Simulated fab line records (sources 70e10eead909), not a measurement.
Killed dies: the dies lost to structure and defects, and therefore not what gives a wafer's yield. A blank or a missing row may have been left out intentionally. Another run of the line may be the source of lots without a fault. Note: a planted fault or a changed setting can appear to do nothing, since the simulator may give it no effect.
Chamber matching :: flow nand_harc :: 4 sister chambers for NHARC_P_M0_STRIP_18 on rie_diel-02
The step strips in N2/H2. 8 wafers are shown with their chamber, then 12 later ones without.

EACH WAFER AND ITS CHAMBER
wafer: L081.5
chamber: 0
drypump_motor_current_A (A): 5.7
showerhead_plenum_p_Torr (Torr): 2.14

wafer: L082.2
chamber: 2
drypump_motor_current_A (A): 5.3
showerhead_plenum_p_Torr (Torr): 1.90

wafer: L082.5
chamber: 2
drypump_motor_current_A (A): 5.3
showerhead_plenum_p_Torr (Torr): 1.90

wafer: L088.3
chamber: 3
drypump_motor_current_A (A): 6.0
showerhead_plenum_p_Torr (Torr): 2.14

wafer: L088.4
chamber: 0
drypump_motor_current_A (A): 5.7
showerhead_plenum_p_Torr (Torr): 2.13

wafer: L090.1
chamber: 3
drypump_motor_current_A (A): 6.1
showerhead_plenum_p_Torr (Torr): 2.14

wafer: L090.2
chamber: 1
drypump_motor_current_A (A): 5.0
showerhead_plenum_p_Torr (Torr): 2.12

wafer: L090.6
chamber: 1
drypump_motor_current_A (A): 5.0
showerhead_plenum_p_Torr (Torr): 2.12

WAFERS WITHOUT THEIR CHAMBER
wafer: L091.2
drypump_motor_current_A (A): 5.7
showerhead_plenum_p_Torr (Torr): 2.13

wafer: L091.3
drypump_motor_current_A (A): 6.1
showerhead_plenum_p_Torr (Torr): 2.14

wafer: L091.6
drypump_motor_current_A (A): 6.1
showerhead_plenum_p_Torr (Torr): 2.14

wafer: L095.1
drypump_motor_current_A (A): 6.0
showerhead_plenum_p_Torr (Torr): 2.13

wafer: L095.2
drypump_motor_current_A (A): 5.7
showerhead_plenum_p_Torr (Torr): 2.13

wafer: L095.5
drypump_motor_current_A (A): 5.7
showerhead_plenum_p_Torr (Torr): 2.13

wafer: L094.1
drypump_motor_current_A (A): 5.3
showerhead_plenum_p_Torr (Torr): 1.90

wafer: L094.2
drypump_motor_current_A (A): 5.7
showerhead_plenum_p_Torr (Torr): 2.13

wafer: L094.5
drypump_motor_current_A (A): 5.0
showerhead_plenum_p_Torr (Torr): 2.12

wafer: L097.2
drypump_motor_current_A (A): 6.1
showerhead_plenum_p_Torr (Torr): 2.13

wafer: L097.5
drypump_motor_current_A (A): 6.1
showerhead_plenum_p_Torr (Torr): 2.13

wafer: L097.6
drypump_motor_current_A (A): 5.3
showerhead_plenum_p_Torr (Torr): 1.90

EACH ONE'S CHAMBER
wafer: L091.2
from the rows above: 0
in truth: 0

wafer: L091.3
from the rows above: 3
in truth: 3

wafer: L091.6
from the rows above: 3
in truth: 3

wafer: L095.1
from the rows above: 3
in truth: 3

wafer: L095.2
from the rows above: 0
in truth: 0

wafer: L095.5
from the rows above: 0
in truth: 0

wafer: L094.1
from the rows above: 2
in truth: 2

wafer: L094.2
from the rows above: 0
in truth: 0

wafer: L094.5
from the rows above: 1
in truth: 1

wafer: L097.2
from the rows above: 3
in truth: 3

wafer: L097.5
from the rows above: 3
in truth: 3

wafer: L097.6
from the rows above: 2
in truth: 2
12 of 12 placed correctly. Number that these rows cannot place: 0. Number placed wrongly: 0.
How it was worked out, from the rows above alone: a wafer's distance from a chamber is the root of the sum, over the readings, of the square of ((its reading less the chamber's mean) divided by the reading's scatter). If the next closest chamber is less than 2 further off than the closest, the wafer can't be placed; otherwise it belongs to the closest. For every chamber, the mean is computed from those of its wafers that are shown. How the scatter is found: for the shown wafers, subtract from each reading the mean of its chamber, square and add these, divide the total by (wafers less chambers), then take the root.
